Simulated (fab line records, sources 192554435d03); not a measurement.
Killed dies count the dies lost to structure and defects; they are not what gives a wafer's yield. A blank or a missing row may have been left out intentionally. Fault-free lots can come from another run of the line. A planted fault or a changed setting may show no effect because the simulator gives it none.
fab line records | flow n5_finfet
[record] lots = 4 | wafers = 12 | last_day = 18
route steps=1938 shown PMOS_HMC_CHANNEL_EPI@83 FIN_SAQP@90 FIN_CUT@174 BEOL_M4@1111
lots that met no fault: taken from a fault-free run of the same line
start_h: start of the lot's first displayed wafer, in hours after the record's first day | wait_h: hours elapsed since this lot's preceding step | " the same as in the row above | L1.1+2: one row covering several wafers at once | - no value, or no start given | * or withheld: withheld | < > ~ a bound
route shown NAME@n: NAME is a module with steps in the file, n the number in the route of the first one | usual: mean/standard deviation of fault-free wafers | same: alike in all rows | chamber/n: place in a boat | sites: per-site readings | _std_site: their standard deviation | _edge_site: outer sites' mean less inner sites' | radius_mm: for every site, how far away it sits from the centre of the wafer | mask NAME#n: copy n | behind: tool/chamber where the wafer was last shaped | hold: cause of the lot's hold/its duration in hours/its outcome | device: names the non-switching transistor (n, p or np) | end of line: the same wafers' tests at the end of the route | for a step that has no rows: nothing shown but its recipe | killed: dies that structure and defects cost at the first sort, which is not the same as the wafer's yield | map: the dies of a wafer, with x for killed, . for not killed, _ for no die there
set.NAME: the run value of the setting; set.NAME@STEP: its run value at that earlier step | model.NAME: the simulator's own value behind a step, which no gauge read
lots seen at some steps along the route; tables by step, rows by wafer
services: the hour from which a tool's chamber was out of use, counted from the record's first day as start_h (under 0 if before that day), plus the number of hours and why
[[steps]]
[step N5_PMOS_HMC_CHANNEL_EPI_PRECLEAN_40]
[recipe] chemistry = DHF | time_s = 30 | temp_c = 25 | dilution = withheld
[step N5_PMOS_HMC_CHANNEL_EPI_PRECLEAN_37]
[recipe] chemistry = O3/DIW | time_s = 45 | temp_c = 22 | o3_ppm = 10
[step N5_PMOS_HMC_CHANNEL_EPI_PRECLEAN_24]
[recipe] chemistry = DHF | time_s = 30 | temp_c = 25 | dilution = withheld
[step N5_PMOS_HMC_CHANNEL_EPI_SRD_25]
[recipe] dry = ipa_marangoni | do_ppb = 5 | time_s = 30 | temp_c = 23 | rinse_liquid = diw
[step N5_PMOS_HMC_CHANNEL_EPI_EPI_26]
[recipe] material = Si | target_thk_a = 38 | temp_c = 650 | precursor = SiH4/H2 | pressure_torr = 20 | time_s = 22.7
[step N5_FIN_SAQP_PRECLEAN_42]
[recipe] chemistry = O3/DIW | time_s = 60 | temp_c = 22 | o3_ppm = 10
[step N5_FIN_SAQP_PRECLEAN_00]
[recipe] chemistry = SC1 | time_s = 60 | temp_c = 55 | mix = 1:2:50
[step N5_FIN_SAQP_PRECLEAN_44]
[recipe] chemistry = SC2 | time_s = 45 | temp_c = 35 | mix = 1:1:50
[step N5_FIN_SAQP_SRD_01]
[recipe] dry = ipa_marangoni | time_s = 30 | temp_c = 23 | rinse_liquid = diw
[step N5_FIN_SAQP_ALD_61]
[recipe] material = SiO2 | target_thk_a = 40 | temp_c = 300 | ald_precursor_family = BDEAS | ald_co_reactant = O2-plasma | pulse_time_s = 1 | purge_time_s = 2 | co_reactant_purge_time_s = 2 | ald_cycles = 43 | pressure_torr = 2
[usual] ald_cycles = 43/0 | heater_power_w = 478/42 | precursor_pulse_height_rel = 1.001/0.019
[same] co_reactant_purge_time_s = 2
lot.wafer | tool       | chamber | start_h | wait_h | ald_cycles | heater_power_w | precursor_pulse_height_rel | model.SiO2_of_FIN_SAQP_ALD_61.thk_nm
L268.2    | ald_sin-03 | 2       | 44.15   | 0.0    | 43         | 462            | 1.011                      | 4.026
L268.3    | "          | 1       | "       | "      | 43         | 500            | 0.995                      | 4.01
L268.5    | "          | 3       | "       | "      | 43         | 466            | 1.007                      | 4.028
L272.2    | ald_sin-03 | 3       | 68.62   | 0.2    | 43         | 454            | 0.988                      | 4.009
L272.3    | "          | 0       | "       | "      | 41         | 472            | 0.997                      | 3.797
L272.4    | "          | 2       | "       | "      | 41         | 463            | 0.976                      | 3.815
L273.2    | ald_sin-03 | 0       | 75.58   | 1.2    | 43         | 472            | 1.011                      | 4.002
L273.5    | "          | 1       | "       | "      | 41         | 500            | 0.980                      | 3.8
L273.6    | "          | 2       | "       | "      | 43         | 461            | 1.006                      | 3.987
L286.1    | ald_sin-04 | 0       | 152.41  | 0.0    | 43         | 428            | 0.981                      | 3.981
L286.3    | "          | 2       | "       | "      | 43         | 524            | 0.985                      | 4.018
L286.5    | "          | 2       | "       | "      | 43         | 526            | 0.992                      | 4.013
[step N5_FIN_SAQP_DENSIFY_62]
[recipe] temp_c = 700 | time_s = 60 | ambient = N2 | idle_temp_c = 600 | ramp_up_c_per_s = 150 | ramp_down_c_per_s = 60 | cool_to_c = 600
[step N5_FIN_SAQP_HM_DEP_03]
[recipe] material = SiNx | target_thk_a = 380 | temp_c = 400 | precursor = SiH4/NH3/N2 | pressure_torr = 1.5 | rf_w = 300 | time_s = 33.6
[step N5_FIN_SAQP_PECVD_47]
[recipe] material = a-Si | target_thk_a = 450 | temp_c = 400 | precursor = SiH4/He | pressure_torr = 3 | rf_w = 100 | time_s = 36.3
[step N5_FIN_SAQP_PECVD_48]
[recipe] material = SiNx | target_thk_a = 250 | temp_c = 400 | precursor = SiH4/NH3/N2 | pressure_torr = 1.5 | rf_w = 300 | time_s = 22.1
[step N5_FIN_SAQP_PECVD_06]
[recipe] material = a-Si | target_thk_a = 600 | temp_c = 400 | precursor = SiH4/He | pressure_torr = 3 | rf_w = 100 | time_s = 48.1
[step N5_FIN_SAQP_HM_DEP_72]
[recipe] material = SiO2 | target_thk_a = 120 | temp_c = 400 | precursor = SiH4/N2O | pressure_torr = 0.75 | rf_w = 275 | time_s = 7.2
[step N5_FIN_SAQP_COAT_49]
[recipe] resist = SOC | temp_c = 250 | time_s = 60 | spin_rpm = 1500 | resist_thk_nm = 100
[step N5_FIN_SAQP_COAT_50]
[recipe] resist = SiARC | temp_c = 220 | time_s = 60 | spin_rpm = 1500 | resist_thk_nm = 35
[step N5_FIN_SAQP_COAT_10]
[recipe] resist = CAR-ArF | spin_rpm = 1500 | resist_thk_nm = 90
[step N5_FIN_SAQP_EBR_12]
[recipe] solvent = PGMEA | ebr_width_mm = 1.5
[step N5_FIN_SAQP_SOFTBAKE_11]
[recipe] temp_c = 110 | time_s = 60 | resist = CAR-ArF
[step N5_FIN_SAQP_EXPOSE_13]
[recipe] mask_id = FIN_CORE | na = 1.35 | source_shape = dipole | sigma_inner = 0.538 | sigma_outer = 0.738 | polarization = te | target_cd_nm = 35.6 | dose_mj = 63.25
[step N5_FIN_SAQP_PEB_14]
[recipe] peb_temp_c = withheld | peb_time_s = 60 | resist = CAR-ArF
[step N5_FIN_SAQP_DEVELOP_15]
[recipe] develop_time_s = 30 | developer = TMAH | resist = CAR-ArF | dev_temp_c = 23 | rinse_liquid = diw | dry = air_spin
[step N5_FIN_SAQP_DESCUM_21]
[recipe] chemistry = O2 | time_s = 7.9 | source_power_w = 50 | bias_power_w = 20 | pressure_mtorr = 20 | rf_frequency_hz = 2.712e+07 | temp_c = 40 | resist = CAR-ArF | o2_flow_sccm = 225
[step N5_FIN_SAQP_ETCH_51]
[recipe] chemistry = CF4 | target = SiARC | target_depth_a = 455 | mask_material = CAR-ArF | time_s = 75.8 | ion_energy_ev = 80 | pressure_mtorr = 40 | source_w = 545 | bias_w = 36 | Ar_flow_sccm = 100 | cf4_flow_sccm = 100 | ends = cleared
[step N5_FIN_SAQP_ETCH_52]
[recipe] chemistry = N2/H2 | target = SOC | target_depth_a = 1000 | overetch_a = 200 | mask_material = SiARC | temp_c = 40 | time_s = 150 | ion_energy_ev = 200 | pressure_mtorr = 30 | source_w = 840 | bias_w = 150 | n2_flow_sccm = 200 | h2_flow_sccm = 200 | ends = end_point
[step N5_FIN_SAQP_STRIP_53]
[recipe] chemistry = N2/H2 | temp_c = 40 | n2_flow_sccm = 200 | h2_flow_sccm = 200 | rf_frequency_hz = 6e+07
[step N5_FIN_SAQP_HM_OPEN_73]
[recipe] chemistry = CHF3/O2 | target = SiO2 | stop_on = a-Si | target_depth_a = 120 | over_etch_frac = 1.8 | mask_material = SOC | time_s = 16.8 | pressure_mtorr = 30 | source_w = 650 | bias_w = 170 | Ar_flow_sccm = 200 | CHF3_flow_sccm = 50 | O2_flow_sccm = 5 | ion_energy_ev = 200 | ends = end_point
[step N5_FIN_SAQP_STRIP_74]
[recipe] chemistry = CHF3/O2 | resist = SiARC | rf_frequency_hz = 6e+07
[step N5_FIN_SAQP_MANDREL_ETCH_22]
[recipe] target_depth_a = 600 | chemistry = HBr/Cl2 | target = a-Si | stop_on = SiNx | bt_time_s = 10 | over_etch_frac = 0.5 | time_s = 30 | pressure_mtorr = 10 | icp_w = 800 | bias_w = 75 | HBr_flow_sccm = 150 | Cl2_flow_sccm = 80 | ends = end_point
[step N5_FIN_SAQP_STRIP_55]
[recipe] chemistry = N2/H2 | power_w = 500 | temp_c = 40 | pressure_mtorr = 50 | rf_frequency_hz = 6e+07 | overash_fraction = 0.3 | bias_power_w = 28 | h2_frac = 0.5 | n2_flow_sccm = 300 | h2_flow_sccm = 300
[step N5_FIN_SAQP_STRIP_23]
[recipe] chemistry = SPM | time_s = 750 | temp_c = 130 | h2so4_h2o2_vol_ratio = 4
[step N5_FIN_SAQP_SRD_66]
[recipe] dry = ipa_marangoni | time_s = 30 | temp_c = 23 | rinse_liquid = diw
[step N5_FIN_CUT_CUT_ETCH_27]
[recipe] chemistry = CHF3/O2 | target = SiO2 | target_depth_a = 40 | mask_material = SOC | overetch_a = 20 | time_s = 4.9 | pressure_mtorr = 30 | source_w = 650 | bias_w = 170 | Ar_flow_sccm = 200 | CHF3_flow_sccm = 50 | O2_flow_sccm = 5 | ion_energy_ev = 200
[usual] CHF3_flow_sccm = 49.98/0.16 | drypump_motor_current_A = 5.9/0.39 | oes_product_au = 0.60/0.047 | rf_vpp_V = 523/7.7 | showerhead_plenum_p_Torr = 2.44/0.066 | throttle_valve_pct = 18.92/0.24
lot.wafer | tool        | chamber | start_h | wait_h | CHF3_flow_sccm | drypump_motor_current_A | oes_product_au | rf_hours_counter_h | rf_vpp_V | showerhead_plenum_p_Torr | throttle_valve_pct | model.etch.depth_nm
L268.2    | rie_diel-04 | 1       | 51.29   | 0.0    | 50.19          | 6.3                     | 0.62           | 107                | 524      | 2.55                     | 18.86              | 4.026
L268.3    | "           | 3       | "       | "      | 50.02          | 5.3                     | 0.61           | 151                | 524      | 2.50                     | 19.08              | 4.01
L268.5    | "           | 2       | "       | "      | 50.05          | 6.5                     | 0.56           | -                  | 529      | 2.48                     | 19.09              | 4.028
L272.2    | rie_diel-04 | 3       | 75.97   | 0.0    | 49.77          | 5.3                     | 0.61           | 158                | 522      | 2.50                     | 19.10              | 4.009
L272.3    | "           | 2       | "       | "      | 49.85          | 6.4                     | 0.54           | 203                | 529      | 2.48                     | 19.08              | 3.797
L272.4    | "           | 0       | "       | "      | 50.02          | 6.1                     | 0.70           | 37                 | 537      | 2.44                     | 18.27              | 3.815
L273.2    | rie_diel-03 | 1       | 82.30   | 0.0    | 50.16          | 5.7                     | 0.58           | 163                | 517      | 2.50                     | 18.88              | 4.002
L273.5    | "           | 2       | "       | "      | 49.96          | 5.7                     | 0.65           | -                  | 522      | 2.37                     | 18.71              | 3.8
L273.6    | "           | 1       | "       | "      | 49.90          | 5.8                     | 0.57           | -                  | 517      | 2.50                     | 18.90              | 3.987
L286.1    | rie_diel-03 | 1       | 159.58  | 0.0    | 50.17          | 5.8                     | 0.56           | 192                | 516      | 2.49                     | 18.93              | 3.981
L286.3    | "           | 3       | "       | "      | 49.84          | 6.4                     | 0.54           | 263                | 524      | 2.46                     | 18.78              | 4.018
L286.5    | "           | 1       | "       | "      | 50.16          | 5.8                     | 0.56           | -                  | 516      | 2.49                     | 18.93              | 4.013
[step N5_BEOL_M4_RC_MEAS_101]
[usual] DIBL_N = 36.3/1.8 | DIBL_P = 36.5/2.1 | IOFF_N = 0.16/0.031 | IOFF_P = 0.22/0.038 | ION_N = 677/12 | ION_P = 466/7.8 | SS_N = 71.5/0.61 | SS_P = 73.2/0.7 | VT_N = 249/3 | VT_P = -248.9/3
lot.wafer | tool      | chamber | start_h | wait_h | DIBL_N[mV/V] | DIBL_P[mV/V] | IOFF_N[nA/um] | IOFF_P[nA/um] | ION_N[uA/um] | ION_P[uA/um] | SS_N[mV/dec] | SS_P[mV/dec] | VT_N[mV] | VT_P[mV]
L268.2    | prober-02 | 0       | 207.22  | 0.2    | 35.4         | 34.5         | 0.15          | 0.20          | 692          | 476          | 70.6         | 73.4         | 250      | -248.2
L268.3    | "         | 0       | "       | "      | 36.9         | 36.3         | 0.17          | 0.23          | 693          | 473          | 71.0         | 72.9         | 249      | -246.7
L268.5    | "         | 0       | "       | "      | 36.6         | 36.1         | 0.16          | 0.22          | 697          | 473          | 71.6         | 73.3         | 251      | -246.8
L272.2    | prober-02 | 0       | 226.26  | 0.2    | 36.9         | 37.8         | 0.15          | 0.19          | 671          | 463          | 71.3         | 73.4         | 252      | -254.9
L272.3    | "         | 0       | "       | "      | 36.9         | 37.2         | 0.15          | 0.20          | 669          | 459          | 71.2         | 73.2         | 252      | -253.2
L272.4    | "         | 0       | "       | "      | 36.4         | 36.7         | 0.15          | 0.18          | 677          | 463          | 70.9         | 73.2         | 249      | -254.6
L273.2    | prober-02 | 0       | 234.46  | 0.2    | 36.0         | 36.6         | 0.17          | 0.23          | 678          | 470          | 71.8         | 74.2         | 247      | -246.4
L273.5    | "         | 0       | "       | "      | 33.5         | 33.9         | 0.13          | 0.19          | 668          | 464          | 71.0         | 73.2         | 252      | -249.8
L273.6    | "         | 0       | "       | "      | 35.6         | 37.2         | 0.17          | 0.24          | 668          | 467          | 72.1         | 73.2         | 248      | -243.2
L286.1    | prober-01 | 0       | 316.30  | 0.0    | 35.0         | 35.3         | 0.14          | 0.22          | 685          | 479          | 71.6         | 73.0         | 251      | -248.2
L286.3    | "         | 0       | "       | "      | 36.7         | 37.8         | 0.17          | 0.25          | 675          | 471          | 71.2         | 73.9         | 249      | -245.9
L286.5    | "         | 0       | "       | "      | 34.5         | 35.2         | 0.14          | 0.21          | 689          | 477          | 71.6         | 72.5         | 250      | -250.0
[[services]]
tool        | chamber | start_h | hours | kind
ald_sin-04  | -       | 24.39   | 6.0   | pm
ald_sin-04  | 1       | 31.27   | 4.2   | repair
rie_diel-03 | -       | 33.56   | 5.8   | repair
rie_diel-04 | 0       | 63.01   | 9.9   | repair
rie_diel-04 | 1       | 73.95   | 1.3   | repair
rie_diel-03 | 2       | 91.92   | 5.7   | repair
rie_diel-03 | 2       | 104.37  | 62.3  | repair
rie_diel-04 | -       | 122.71  | 2.8   | pm
[[key]]
[first_sign] step = N5_FIN_SAQP_ALD_61 | reading = ald_cycles | direction = down | sigmas = 99+ | usual = * | struck = *
effect none on later readings
[model_effect] step = N5_FIN_SAQP_ALD_61 | value = SiO2_of_FIN_SAQP_ALD_61.thk_nm | without = 3.99 | struck = 3.804
[model_effect] step = N5_FIN_CUT_CUT_ETCH_27 | value = etch.depth_nm | without = 3.99 | struck = 3.804
met_at N5_FIN_SAQP_ALD_61
struck_wafers L272.3,L272.4,L273.5
onset_between 44.15 68.62
[fault] kind = process_parameter_drift | tool = ald_sin-03 | chamber = - | onset_h = 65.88 | steps = N5_FIN_SAQP_ALD_61 | channel = ald_cycles | offset = * | shape = step | end_h = 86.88 | scope = struck_wafers_only | acts_in = * | stated = *
